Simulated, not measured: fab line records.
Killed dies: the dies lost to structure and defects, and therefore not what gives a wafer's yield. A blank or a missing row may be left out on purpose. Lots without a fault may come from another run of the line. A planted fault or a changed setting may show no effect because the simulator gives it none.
fab line records ; flow n5Finfet
record lots=7; wafers=21; lastDay=19
route steps=1938 shown BEOL_M11@1575 PASSIVATION@1936
lots with no fault: from the same line, run without faults
startH: hours from the record's opening day to when the first of the lot's shown wafers began ; waitH: hours since the lot's step before ; " repeats the value in the row above ; L1.1+2: a single row standing in for several wafers ; - no value, or no start given ; * or withheld: withheld ; < > ~ a bound
route shown NAME@n: a module of which the file shows steps, and the number in the route of the first ; usual: the fault-free wafers' mean and standard deviation ; same: alike in all rows ; chamber/n: place in a boat ; sites: per-site readings ; _std_site: standard deviation of those values ; _edge_site: the outer-site mean with the inner-site mean subtracted ; radiusMm: for every site, how far away it sits from the centre of the wafer ; mask NAME#n: copy n ; behind: tool/chamber where the wafer was last shaped ; hold: why the lot was held/for how many hours/how that ended ; device: transistor that didn't switch, given as n, p or np ; end of line: the route-end tests of the same wafers ; a step with no rows: only its recipe ; killed: the dies lost at the first sort to structure and to defects; this is not the yield of the wafer ; map: a wafer's dies, marking killed ones x, the rest . and places with no die _
set.NAME: the setting as run; set.NAME@STEP: as run at that earlier step ; model.NAME: the simulator's own value behind a step, which no gauge read
lots seen at some steps along the route; tables by step, rows by wafer
services: the hour from which a tool's chamber was out of use, counted from the record's first day as startH (under 0 if before that day), plus the number of hours and why
## steps
# step N5_BEOL_M11_VIA_ETCH_34
# recipe chemistry=C4F6/O2; target=SiCOH_lowk; targetDepthA=1845; maskMaterial=SOC; taperDeg=4; timeS=69.2; ionEnergyEv=250; pressureMtorr=30; sourceW=345; biasW=185; Ar_flow_sccm=300; C4F6_flow_sccm=10; O2_flow_sccm=10
# usual O2_flow_sccm=10.00/0.032; drypumpMotorCurrentA=5.6/0.34; oes_o_777_au=0.75/0.068; oesProductAu=0.75/0.074; rfVppV=667/11; showerheadPlenumPTorr=2.86/0.09; throttleValvePct=21.14/0.19
lot.wafer;tool;chamber;startH;waitH;O2_flow_sccm;drypumpMotorCurrentA;oes_o_777_au;oesProductAu;rfHoursCounterH;rfVppV;showerheadPlenumPTorr;throttleValvePct
L570.1;rieDiel-02;0;264.90;0.0;10.00;5.8;0.84;0.82;74;670;2.77;20.54
L570.4;rieDiel-02;3;264.90;0.0;10.01;5.0;0.89;0.90;39;683;3.04;21.16
L570.5;rieDiel-02;2;264.90;0.0;9.99;5.7;0.71;0.70;-;645;2.82;21.31
L572.2;rieDiel-02;2;274.91;0.0;10.01;5.6;0.71;0.70;218;643;2.82;21.30
L572.3;rieDiel-02;3;274.91;0.0;10.06;5.0;0.89;0.90;42;683;3.04;21.16
L572.6;rieDiel-02;2;274.91;0.0;10.02;5.7;0.71;0.70;-;644;2.82;21.30
L573.1;rieDiel-03;0;275.37;0.0;9.99;5.4;0.75;0.72;200;674;2.84;21.07
L573.2;rieDiel-03;1;275.37;0.0;10.00;5.9;0.90;0.91;23;688;3.00;20.98
L573.4;rieDiel-03;3;275.37;0.0;9.99;5.5;0.74;0.71;221;655;2.82;21.33
L574.4;rieDiel-01;1;284.59;0.0;10.08;6.1;0.74;0.72;212;667;2.82;21.24
L574.5;rieDiel-01;1;284.59;0.0;10.02;6.0;0.74;0.72;-;668;2.82;21.22
L574.6;rieDiel-01;0;284.59;0.0;9.99;5.7;0.72;0.70;-;664;2.83;21.24
L583.3;rieDiel-03;0;346.64;0.0;10.01;5.4;0.74;0.72;218;672;2.83;21.10
L583.4;rieDiel-03;2;346.64;0.0;10.05;5.4;0.74;0.73;187;662;2.82;21.23
L583.5;rieDiel-03;2;346.64;0.0;10.05;5.4;0.74;0.72;-;659;2.82;21.22
L592.1;rieDiel-03;2;409.34;0.0;9.97;5.3;0.72;0.72;205;659;2.81;21.25
L592.2;rieDiel-03;0;409.34;0.0;10.02;5.4;0.72;0.70;236;672;2.82;21.15
L592.4;rieDiel-03;0;409.34;0.0;10.03;5.4;0.72;0.70;-;673;2.82;21.15
L591.2;rieDiel-02;0;409.55;0.0;9.98;5.8;0.79;0.78;119;668;2.75;20.61
L591.3;rieDiel-02;3;409.55;0.0;9.98;5.1;0.83;0.84;85;682;3.02;21.21
L591.6;rieDiel-02;3;409.55;0.0;9.99;5.1;0.83;0.85;-;682;3.02;21.22
# step N5_BEOL_M11_STRIP_73
# recipe chemistry=C4F6/O2; resist=SiARC; rfFrequencyHz=6e+07
# step N5_BEOL_M11_STRIP_36
# recipe chemistry=N2/H2; powerW=450; tempC=40; pressureMtorr=20; rfFrequencyHz=6e+07; overashFraction=0.3; biasPowerW=7; h2Frac=0.5; n2FlowSccm=200; h2FlowSccm=200
# usual drypumpMotorCurrentA=5.6/0.34; oesProductAu=0.75/0.074; rfVppV=59.2/2; showerheadPlenumPTorr=2.55/0.082; throttleValvePct=23.92/0.23
# same overashFraction=0.3
lot.wafer;tool;chamber;startH;waitH;drypumpMotorCurrentA;oesProductAu;rfHoursCounterH;rfVppV;showerheadPlenumPTorr;throttleValvePct
L570.1;rieDiel-02;0;264.96;0.0;5.8;0.82;74;61.7;2.48;23.27
L570.4;rieDiel-02;3;264.96;0.0;5.1;0.92;39;60.8;2.69;23.61
L570.5;rieDiel-02;2;264.96;0.0;5.7;0.69;-;60.3;2.51;24.02
L572.2;rieDiel-02;2;274.97;0.0;5.7;0.69;218;59.9;2.51;24.04
L572.3;rieDiel-02;3;274.97;0.0;5.1;0.90;42;60.2;2.69;23.63
L572.6;rieDiel-02;2;274.97;0.0;5.7;0.70;-;59.0;2.51;24.04
L573.1;rieDiel-03;0;275.43;0.0;5.4;0.73;200;59.7;2.53;24.04
L573.2;rieDiel-03;1;275.43;0.0;5.9;0.90;23;58.6;2.70;23.91
L573.4;rieDiel-03;3;275.43;0.0;5.5;0.72;221;61.1;2.50;24.11
L574.4;rieDiel-01;1;284.65;0.0;6.1;0.73;212;59.9;2.52;24.10
L574.5;rieDiel-01;1;284.65;0.0;6.1;0.73;-;59.8;2.52;24.09
L574.6;rieDiel-01;0;284.65;0.0;5.7;0.67;-;57.0;2.52;24.06
L583.3;rieDiel-03;0;346.70;0.0;5.4;0.71;218;56.1;2.52;24.05
L583.4;rieDiel-03;2;346.70;0.0;5.4;0.72;187;58.0;2.51;23.81
L583.5;rieDiel-03;2;346.70;0.0;5.3;0.73;-;60.1;2.51;23.75
L592.1;rieDiel-03;2;409.41;0.0;5.4;0.71;205;60.7;2.50;23.82
L592.2;rieDiel-03;0;409.41;0.0;5.4;0.71;236;58.4;2.51;24.10
L592.4;rieDiel-03;0;409.41;0.0;5.4;0.71;-;57.3;2.52;24.14
L591.2;rieDiel-02;0;409.62;0.0;5.8;0.78;119;59.2;2.46;23.34
L591.3;rieDiel-02;3;409.62;0.0;5.1;0.85;85;60.0;2.67;23.66
L591.6;rieDiel-02;3;409.62;0.0;5.0;0.84;-;60.1;2.67;23.66
# step N5_BEOL_M11_TRENCH_ETCH_37
# recipe chemistry=C4F6/O2; targetDepthA=1488.3; target=SiCOH_lowk; timeS=48; ionEnergyEv=250; pressureMtorr=30; sourceW=345; biasW=185; Ar_flow_sccm=300; C4F6_flow_sccm=10; O2_flow_sccm=10
# step N5_BEOL_M11_ETCH_41
# recipe chemistry=CH3F/O2; target=SiCN; targetDepthA=426; taperDeg=2; timeS=86; ionEnergyEv=120; maskMaterial=TiN; pressureMtorr=30; sourceW=395; biasW=75; Ar_flow_sccm=150; CH3F_flow_sccm=30; O2_flow_sccm=20
# usual O2_flow_sccm=20.00/0.058; drypumpMotorCurrentA=5.6/0.34; oesProductAu=0.75/0.074; rfVppV=297.6/1.5; showerheadPlenumPTorr=2.01/0.066; throttleValvePct=16.56/0.19
lot.wafer;tool;chamber;startH;waitH;O2_flow_sccm;drypumpMotorCurrentA;oesProductAu;rfHoursCounterH;rfVppV;showerheadPlenumPTorr;throttleValvePct
L570.1;rieDiel-02;0;-;-;20.01;5.8;0.82;74;297.4;1.95;15.98
L570.4;rieDiel-02;3;-;-;19.96;5.0;0.91;39;300.1;2.14;16.47
L570.5;rieDiel-02;2;-;-;19.99;5.6;0.70;-;296.2;1.98;16.72
L572.2;rieDiel-02;2;-;-;19.99;5.7;0.69;218;296.7;1.98;16.69
L572.3;rieDiel-02;3;-;-;20.02;5.0;0.91;42;301.1;2.14;16.47
L572.6;rieDiel-02;2;-;-;19.96;5.7;0.69;-;297.9;1.98;16.70
L573.1;rieDiel-03;0;-;-;20.00;5.4;0.73;200;297.5;1.99;16.49
L573.2;rieDiel-03;1;-;-;20.02;5.9;0.90;23;301.6;2.12;16.34
L573.4;rieDiel-03;3;-;-;20.03;5.5;0.71;221;297.2;1.98;16.74
L574.4;rieDiel-01;1;-;-;19.98;6.0;0.72;212;297.2;1.98;16.65
L574.5;rieDiel-01;1;-;-;19.92;6.0;0.72;-;298.0;1.98;16.65
L574.6;rieDiel-01;0;-;-;20.11;5.7;0.69;-;297.1;1.99;16.65
L583.3;rieDiel-03;0;-;-;20.02;5.4;0.71;218;296.2;1.99;16.51
L583.4;rieDiel-03;2;-;-;20.07;5.3;0.73;187;298.0;1.98;16.65
L583.5;rieDiel-03;2;-;-;20.01;5.3;0.73;-;297.5;1.98;16.68
L592.1;rieDiel-03;2;-;-;20.03;5.3;0.72;205;296.8;1.97;16.70
L592.2;rieDiel-03;0;-;-;20.01;5.4;0.70;236;296.1;1.98;16.55
L592.4;rieDiel-03;0;-;-;20.15;5.4;0.70;-;297.3;1.98;16.56
L591.2;rieDiel-02;0;-;-;20.08;5.8;0.79;119;297.5;1.93;16.09
L591.3;rieDiel-02;3;-;-;19.95;5.0;0.84;85;298.9;2.13;16.54
L591.6;rieDiel-02;3;-;-;19.95;5.0;0.86;-;300.4;2.13;16.56
# step N5_BEOL_M11_STRIP_77
# recipe chemistry=N2/H2; timeS=10; powerW=450; tempC=40; pressureMtorr=20; rfFrequencyHz=6e+07; biasPowerW=7; n2FlowSccm=200; h2FlowSccm=200
# usual drypumpMotorCurrentA=5.6/0.34; oesProductAu=0.74/0.072; rfVppV=59.2/0.88; showerheadPlenumPTorr=2.55/0.082; throttleValvePct=23.92/0.23
lot.wafer;tool;chamber;startH;waitH;drypumpMotorCurrentA;oesProductAu;rfHoursCounterH;rfVppV;showerheadPlenumPTorr;throttleValvePct
L570.1;rieDiel-02;0;-;-;5.8;0.82;74;60.8;2.48;23.27
L570.4;rieDiel-02;3;-;-;5.0;0.91;39;60.3;2.69;23.60
L570.5;rieDiel-02;2;-;-;5.6;0.70;-;58.5;2.51;24.01
L572.2;rieDiel-02;2;-;-;5.7;0.69;218;58.0;2.51;24.02
L572.3;rieDiel-02;3;-;-;5.1;0.90;42;59.0;2.69;23.61
L572.6;rieDiel-02;2;-;-;5.7;0.69;-;60.2;2.51;24.03
L573.1;rieDiel-03;0;-;-;5.4;0.73;200;59.0;2.53;24.06
L573.2;rieDiel-03;1;-;-;6.0;0.89;23;60.0;2.70;23.91
L573.4;rieDiel-03;3;-;-;5.5;0.73;221;57.9;2.50;24.13
L574.4;rieDiel-01;1;-;-;6.0;0.71;213;58.4;2.52;24.12
L574.5;rieDiel-01;1;-;-;6.1;0.72;-;58.3;2.52;24.12
L574.6;rieDiel-01;0;-;-;5.8;0.69;-;58.2;2.52;24.03
L583.3;rieDiel-03;0;-;-;5.4;0.72;218;60.1;2.52;24.08
L583.4;rieDiel-03;2;-;-;5.4;0.73;187;60.1;2.51;23.78
L583.5;rieDiel-03;2;-;-;5.3;0.72;-;59.5;2.51;23.79
L592.1;rieDiel-03;2;-;-;5.4;0.70;205;58.5;2.50;23.78
L592.2;rieDiel-03;0;-;-;5.4;0.70;236;59.9;2.52;24.11
L592.4;rieDiel-03;0;-;-;5.4;0.70;-;58.4;2.52;24.10
L591.2;rieDiel-02;0;-;-;5.7;0.78;119;57.6;2.46;23.34
L591.3;rieDiel-02;3;-;-;5.0;0.85;85;58.2;2.67;23.68
L591.6;rieDiel-02;3;-;-;5.0;0.84;-;60.3;2.67;23.67
# step N5_BEOL_M11_OCD_MEAS_38
# usual trenchDepthNm=149.0/2.5
lot.wafer;tool;chamber;startH;waitH;trenchDepthNm
L570.1;ocd-01;-;265.18;-;147.7
L570.4;ocd-01;-;265.18;-;153.7
L570.5;ocd-01;-;265.18;-;147.9
L572.2;ocd-02;-;275.20;-;146.9
L572.3;ocd-02;-;275.20;-;151.4
L572.6;ocd-02;-;275.20;-;148.0
L573.1;ocd-02;-;275.65;-;147.2
L573.2;ocd-02;-;275.65;-;153.4
L573.4;ocd-02;-;275.65;-;144.2
L574.4;ocd-01;-;284.87;-;147.8
L574.5;ocd-01;-;284.87;-;148.2
L574.6;ocd-01;-;284.87;-;148.4
L583.3;ocd-02;-;346.93;-;149.9
L583.4;ocd-02;-;346.93;-;149.9
L583.5;ocd-02;-;346.93;-;149.2
L592.1;ocd-02;-;409.63;-;150.5
L592.2;ocd-02;-;409.63;-;149.8
L592.4;ocd-02;-;409.63;-;150.3
L591.2;ocd-02;-;409.84;-;149.0
L591.3;ocd-02;-;409.84;-;152.2
L591.6;ocd-02;-;409.84;-;152.0
# step N5_BEOL_M11_HM_STRIP_39
# recipe chemistry=peroxideTinStrip; material=TiN; targetDepthA=250; tempC=50; timeS=158
# step N5_BEOL_M11_SRD_40
# recipe timeS=30; tempC=23; rinseLiquid=diw; dry=ipaMarangoni
# step N5_BEOL_M11_PRECLEAN_42
# recipe chemistry=residueRemover; timeS=60; tempC=40
# step N5_BEOL_M11_SRD_43
# recipe timeS=30; tempC=23; rinseLiquid=diw; dry=ipaMarangoni
# step N5_BEOL_M11_CD_MEAS_35
# recipe targetCdNm=70; polarity=opening
# usual cdNm=70.0/0.69
lot.wafer;tool;chamber;startH;waitH;cdNm
L570.1;cdSem-03;-;265.34;0.0;70.9
L570.4;cdSem-03;-;265.34;0.0;70.4
L570.5;cdSem-03;-;265.34;0.0;70.2
L572.2;cdSem-03;-;275.36;0.0;69.4
L572.3;cdSem-03;-;275.36;0.0;70.5
L572.6;cdSem-03;-;275.36;0.0;69.6
L573.1;cdSem-02;-;275.80;0.0;69.4
L573.2;cdSem-02;-;275.80;0.0;69.6
L573.4;cdSem-02;-;275.80;0.0;69.1
L574.4;cdSem-02;-;285.04;0.0;69.3
L574.5;cdSem-02;-;285.04;0.0;68.5
L574.6;cdSem-02;-;285.04;0.0;70.0
L583.3;cdSem-01;-;347.08;0.0;70.7
L583.4;cdSem-01;-;347.08;0.0;70.5
L583.5;cdSem-01;-;347.08;0.0;71.3
L592.1;cdSem-01;-;409.78;0.0;69.8
L592.2;cdSem-01;-;409.78;0.0;70.7
L592.4;cdSem-01;-;409.78;0.0;70.4
L591.2;cdSem-01;-;409.99;0.0;70.1
L591.3;cdSem-01;-;409.99;0.0;70.1
L591.6;cdSem-01;-;409.99;0.0;70.6
# step N5_BEOL_M11_CURE_72
# recipe tempC=370; timeS=120; ambient=DMADMS/He; material=SiCOH_lowk
# usual lampPowerPct=52.31/0.051; runLengthS=178.0/0.93; wafer_temp_C_max=371.9/0.43
lot.wafer;tool;chamber;startH;waitH;lampPowerPct;runLengthS;wafer_temp_C_max
L570.1;uvCure-03;2;265.39;0.0;52.34;178.6;371.8
L570.4;uvCure-03;2;265.39;0.0;52.32;178.9;372.1
L570.5;uvCure-03;2;265.39;0.0;52.36;178.6;371.8
L572.2;uvCure-01;0;275.70;0.3;52.28;177.5;372.2
L572.3;uvCure-01;0;275.70;0.3;52.40;178.0;372.3
L572.6;uvCure-01;0;275.70;0.3;52.28;208.0;372.0
L573.1;uvCure-01;2;276.25;0.4;52.23;207.6;372.0
L573.2;uvCure-01;2;276.25;0.4;52.35;176.9;372.2
L573.4;uvCure-01;2;276.25;0.4;52.39;177.3;372.8
L574.4;uvCure-01;2;285.22;0.2;52.36;177.3;372.0
L574.5;uvCure-01;2;285.22;0.2;52.33;177.4;372.7
L574.6;uvCure-01;2;285.22;0.2;52.24;207.5;371.8
L583.3;uvCure-03;1;347.22;0.1;52.25;177.5;371.7
L583.4;uvCure-03;1;347.22;0.1;52.36;178.0;372.0
L583.5;uvCure-03;1;347.22;0.1;52.32;177.3;372.2
L592.1;uvCure-01;0;409.82;0.0;52.37;177.9;372.3
L592.2;uvCure-01;0;409.82;0.0;52.36;177.4;371.7
L592.4;uvCure-01;0;409.82;0.0;52.42;177.5;372.0
L591.2;uvCure-01;1;410.17;0.2;52.29;177.8;371.5
L591.3;uvCure-01;1;410.17;0.2;52.30;178.0;371.9
L591.6;uvCure-01;1;410.17;0.2;52.35;178.1;371.8
# step N5_BEOL_M11_DEGAS_44
# recipe ambient=vacuum; tempC=250; timeS=60
# usual heaterPowerW=343/49; susceptorTempC=249.99/0.19
lot.wafer;tool;chamber;startH;waitH;heaterPowerW;susceptorTempC
L570.1;pvdSputter-02;-;266.01;0.6;327;250.10
L570.4;pvdSputter-02;-;266.01;0.6;376;249.89
L570.5;pvdSputter-02;-;266.01;0.6;417;250.02
L572.2;pvdSputter-02;-;276.01;0.3;362;250.06
L572.3;pvdSputter-02;-;276.01;0.3;416;249.75
L572.6;pvdSputter-02;-;276.01;0.3;328;249.72
L573.1;pvdSputter-02;-;276.73;0.4;322;250.12
L573.2;pvdSputter-02;-;276.73;0.4;417;249.94
L573.4;pvdSputter-02;-;276.73;0.4;366;250.28
L574.4;pvdSputter-01;-;285.43;0.2;354;249.95
L574.5;pvdSputter-01;-;285.43;0.2;222;250.01
L574.6;pvdSputter-01;-;285.43;0.2;340;250.07
L583.3;pvdSputter-03;-;348.83;1.6;378;249.71
L583.4;pvdSputter-03;-;348.83;1.6;295;249.99
L583.5;pvdSputter-03;-;348.83;1.6;377;250.11
L592.1;pvdSputter-01;-;410.34;0.5;358;250.09
L592.2;pvdSputter-01;-;410.34;0.5;224;249.99
L592.4;pvdSputter-01;-;410.34;0.5;327;249.88
L591.2;pvdSputter-01;-;410.64;0.4;330;250.30
L591.3;pvdSputter-01;-;410.64;0.4;347;249.94
L591.6;pvdSputter-01;-;410.64;0.4;337;250.49
# step N5_PASSIVATION_PROBE_49
# usual defectLimitedYield=91.1/1.4; killed_at_M0_to_M3=36/11; killed_at_M4_up=14/5.2; killedAtContacts=12/6.1; killedAtFrontEnd=40/12; killedAtOther=3.2/2.5; killedDies=105/16; killedOpen=68/12; killedShort=35/8.7; sort_bin_5_function=5.2/0.89; sort_bin_6_memory=3.3/0.66; sort_bin_8_speed=0.01/0.085; sortNPass=1074/16; sortYieldPct=91.1/1.4
# same grossDies=1180; killedAtBackSide=0; sort_bin_4_leakage[%]=0
lot.wafer;tool;chamber;startH;waitH;defectLimitedYield[%];killed_at_M0_to_M3;killed_at_M4_up;killedAtContacts;killedAtFrontEnd;killedAtOther;killedDies;killedOpen;killedShort;sort_bin_5_function[%];sort_bin_6_memory[%];sort_bin_8_speed[%];sortNPass;sortYieldPct[%]
L570.1;prober-01;-;320.55;0.0;88.7;43;22;9;58;1;133;90;41;6.4;4.6;0;1047;88.7
L570.4;prober-01;-;320.70;0.2;89.7;29;15;13;63;2;122;71;43;5.3;4.2;0;1058;89.7
L570.5;prober-01;-;320.75;0.2;89.0;28;23;14;63;2;130;78;41;5.9;3.8;0;1050;89.0
# killed by level:class
L570.1 STI_FIN_REVEAL:geometricParticle:open=17 BEOL_M2:geometricParticle:open=14 FIN_SAQP:geometricParticle:open=8 BEOL_M0_SAQP:geometricParticle:short=8 BEOL_M1:geometricParticle:open=8 DUMMY_GATE:geometricParticle:open=7 MOL_CONTACT_COAG:geometricParticle:open=7 STI_FIN_REVEAL:geometricParticle:short=6
L570.4 STI_FIN_REVEAL:geometricParticle:open=15 FIN_SAQP:geometricParticle:short=13 MOL_CONTACT_COAG:geometricParticle:open=12 BEOL_M2:geometricParticle:open=9 GATE_CUT:geometricParticle:short=8 FIN_SAQP:geometricParticle:open=6 STI_FIN_REVEAL:geometricParticle:short=6 BEOL_M4:geometricParticle:open=6
L570.5 STI_FIN_REVEAL:geometricParticle:open=18 MOL_CONTACT_COAG:geometricParticle:open=12 BEOL_M4:geometricParticle:open=10 FIN_SAQP:geometricParticle:short=9 FIN_SAQP:geometricParticle:open=9 BEOL_M0_SAQP:geometricParticle:short=6 BEOL_M2:geometricParticle:open=6 HKMG_FIN:areaEtch=6
## services
tool;chamber;startH;hours;kind
rieDiel-02;-;241.28;5.4;repair
uvCure-03;-;254.35;7.5;pm
pvdSputter-03;-;256.81;10.5;repair
rieDiel-03;0;260.05;1.3;repair
uvCure-01;-;298.48;0.3;repair
rieDiel-03;-;329.81;14.6;pm
rieDiel-01;-;333.19;2.8;pm
rieDiel-02;2;368.90;-;clean
rieDiel-02;2;368.90;-;consumableReplace:focusRing
rieDiel-02;2;368.90;14.5;scheduledDown
rieDiel-02;2;368.90;14.5;ventCycle
rieDiel-01;1;381.97;-;clean
rieDiel-01;1;381.97;-;consumableReplace:focusRing
rieDiel-01;1;381.97;14.6;scheduledDown
rieDiel-01;1;381.97;14.6;ventCycle
uvCure-01;-;384.23;2.1;pm
rieDiel-03;3;389.85;-;clean
rieDiel-03;3;389.85;-;consumableReplace:focusRing
rieDiel-03;3;389.85;28.8;scheduledDown
rieDiel-03;3;389.85;28.8;ventCycle
pvdSputter-02;-;394.73;1.5;repair
rieDiel-01;0;396.67;-;clean
rieDiel-01;0;396.67;-;consumableReplace:focusRing
rieDiel-02;2;402.51;9.0;repair
## key
firstSign step=N5_BEOL_M11_CURE_72; reading=runLengthS; direction=up; sigmas=32; usual=*; struck=*
effect none on later readings
metAt N5_BEOL_M11_CURE_72
struckWafers L572.6,L573.1,L574.6
fault kind=processParameterDrift; tool=uvCure-01; chamber=-; onsetH=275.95; steps=N5_BEOL_M11_CURE_72; channel=timeS; offset=*; shape=step; endH=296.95; scope=struckWafersOnly; actsIn=*; stated=*
